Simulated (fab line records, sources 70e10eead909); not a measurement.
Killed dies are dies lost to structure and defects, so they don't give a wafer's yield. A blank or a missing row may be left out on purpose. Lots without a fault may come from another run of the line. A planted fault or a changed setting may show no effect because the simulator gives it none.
Which tool did it? | flow nand_harc | 12 lots, 36 wafers sampled, at 4 steps of a route of 1302

WHAT THE GAUGES READ, wafer by wafer
NHARC_P_STI_INSPECT_25. Usual: raw_defect_count 208, standard deviation 80.
lot  | measured     | on                | raw_defect_count | flag
L582 | day 4 02:37  | defect_inspect-01 | 279 211 424      |
L583 | day 4 09:08  | defect_inspect-01 | 212 225 153      |
L584 | day 4 20:56  | defect_inspect-02 | 125 127 216      |
L587 | day 5 23:37  | defect_inspect-02 | 295 404 220      |
L588 | day 6 10:49  | defect_inspect-02 | 187 173 106      |
L589 | day 6 21:50  | defect_inspect-02 | 138 106 177      |
L598 | day 10 18:58 | defect_inspect-01 | 114 270 373      |
L599 | day 10 23:55 | defect_inspect-01 | 163 147 163      |
L600 | day 11 14:04 | defect_inspect-02 | 143 167 187      |
L601 | day 12 04:48 | defect_inspect-02 | 197 221 102      |
L603 | day 12 22:05 | defect_inspect-02 | 361 407 301      |
L605 | day 13 11:55 | defect_inspect-01 | 184 246 232      |

NHARC_P_GATE_CD_MEAS_26: target cd 120 nm. Usual: cd_nm 119.9 nm, standard deviation 0.54.
lot  | measured     | on        | cd_nm (nm)                          | flag
L582 | day 5 00:57  | cd_sem-02 | 120.8 119.8 120.1                   |
L583 | day 5 08:23  | cd_sem-03 | 120.8 119.7 119.7                   |
L584 | day 5 21:15  | cd_sem-02 | 121.0 120.4 120.5                   |
L587 | day 7 00:15  | cd_sem-01 | 119.7 119.9 119.8                   |
L588 | day 7 16:23  | cd_sem-02 | 119.1 119.2 120.0                   |
L589 | day 7 23:44  | cd_sem-01 | 116.0 115.9 114.8 115.9 116.0 115.0 | OFF
L598 | day 11 20:06 | cd_sem-03 | 119.9 119.9 120.1                   |
L599 | day 11 23:04 | cd_sem-02 | 119.9 119.0 120.4                   |
L600 | day 12 13:47 | cd_sem-02 | 120.0 119.8 119.6                   |
L601 | day 13 05:41 | cd_sem-01 | 120.0 120.6 120.1                   |
L603 | day 13 22:53 | cd_sem-02 | 120.5 120.7 120.4                   |
L605 | day 14 10:40 | cd_sem-02 | 118.4 120.3 119.7                   |

WHICH TOOL RAN EACH LOT (tool, then ch and the chambers of the sampled wafers, then the start)
lot  | NHARC_P_GATE_DESCUM_13             | NHARC_P_GATE_EXPOSE_23
L582 | rie_diel-02 ch 0,2, day 4 11:28    | arfi_scanner-01 ch 0, day 5 00:49
L583 | rie_diel-02 ch 0,1,3, day 4 17:45  | arfi_scanner-02 ch 0, day 5 08:14
L584 | rie_diel-09 ch 1,2,3, day 5 06:25  | arfi_scanner-01 ch 0, day 5 21:07
L587 | rie_diel-02 ch 0,2,3, day 6 08:13  | arfi_scanner-03 ch 0, day 7 00:07
L588 | rie_diel-09 ch 0,2,3, day 6 19:29  | arfi_scanner-01 ch 0, day 7 16:14
L589 | rie_diel-13 ch 0,1,2, day 7 07:04  | arfi_scanner-03 ch 0, day 7 23:35
L598 | rie_diel-09 ch 0,1, day 11 03:34   | arfi_scanner-02 ch 0, day 11 19:57
L599 | rie_diel-02 ch 0,2,3, day 11 08:39 | arfi_scanner-03 ch 0, day 11 22:55
L600 | rie_diel-09 ch 0,2, day 11 22:33   | arfi_scanner-02 ch 0, day 12 13:38
L601 | rie_diel-02 ch 0,3, day 12 13:10   | arfi_scanner-03 ch 0, day 13 05:33
L603 | rie_diel-13 ch 0,1,3, day 13 06:38 | arfi_scanner-03 ch 0, day 13 22:45
L605 | rie_diel-09 ch 0,3, day 13 20:41   | arfi_scanner-02 ch 0, day 14 10:31
- NHARC_P_GATE_DESCUM_13: chemistry O2, time 3 s.
- NHARC_P_GATE_EXPOSE_23: exposes mask P GATE, target cd 120 nm.

WHAT THE TOOLS THEMSELVES READ (means of the sampled wafers that have a number; where no wafer has one, the mark that the record gives instead)
NHARC_P_GATE_DESCUM_13. Usual: drypump_motor_current_A 5.9 A, standard deviation 0.53; oes_product_au 0.996 a.u., standard deviation 0.01; rf_vpp_V 57.7 V, standard deviation 0.87; showerhead_plenum_p_Torr 1.91 Torr, standard deviation 0.075; throttle_valve_pct 11.311 %, standard deviation 0.0093.
lot  | tool        | drypump_motor_current_A (A) | oes_product_au (a.u.) | rf_vpp_V (V) | showerhead_plenum_p_Torr (Torr) | throttle_valve_pct (%) | flag
L582 | rie_diel-02 | 6.5                         | 0.987                 | 57.3         | 1.91                            | 11.303                 |
L583 | rie_diel-02 | 5.7                         | 0.997                 | 56.4         | 1.84                            | 11.309                 |
L584 | rie_diel-09 | 6.2                         | 0.998                 | 57.9         | 1.93                            | 11.327                 |
L587 | rie_diel-02 | 6.1                         | 0.991                 | 58.4         | 1.90                            | 11.313                 |
L588 | rie_diel-09 | 6.3                         | 1.003                 | 57.5         | 1.88                            | 11.309                 |
L589 | rie_diel-13 | 5.7                         | 1.014                 | 56.6         | 1.95                            | 11.320                 |
L598 | rie_diel-09 | 6.3                         | 0.992                 | 57.5         | 1.88                            | 11.312                 |
L599 | rie_diel-02 | 6.1                         | 0.986                 | 57.6         | 1.90                            | 11.315                 |
L600 | rie_diel-09 | 6.2                         | 0.986                 | 58.4         | 1.91                            | 11.319                 |
L601 | rie_diel-02 | 5.9                         | 0.981                 | 56.5         | 1.82                            | 11.307                 |
L603 | rie_diel-13 | 5.6                         | 1.002                 | 57.5         | 1.94                            | 11.305                 |
L605 | rie_diel-09 | 6.4                         | 0.992                 | 58.5         | 1.84                            | 11.315                 |

THE ANSWER, worked out from the rows above alone
Rule: a lot is off if the mean of its wafers that have a number lies more than 3 standard deviations from the usual mean. A lot without any number at a reading at which 4 lots or more have one is off too. The other lots that the step has rows for count as sound. The gauges are gone through in route order, then the tools' own readings, and for those a lot's mean is taken as printed above. The first step at which some lot is off is used, and at that step the reading that is off furthest; a lot without a number counts as furthest.
Off: L589, at NHARC_P_GATE_CD_MEAS_26 (cd_nm).
A tool fits if, at a process step before that reading, it ran every lot that is off, and no sound lot after the first of them. The gauges at NHARC_P_GATE_CD_MEAS_26 are tried like those tools. None of those tried fits.

WHAT THE SIMULATOR HAD PUT IN
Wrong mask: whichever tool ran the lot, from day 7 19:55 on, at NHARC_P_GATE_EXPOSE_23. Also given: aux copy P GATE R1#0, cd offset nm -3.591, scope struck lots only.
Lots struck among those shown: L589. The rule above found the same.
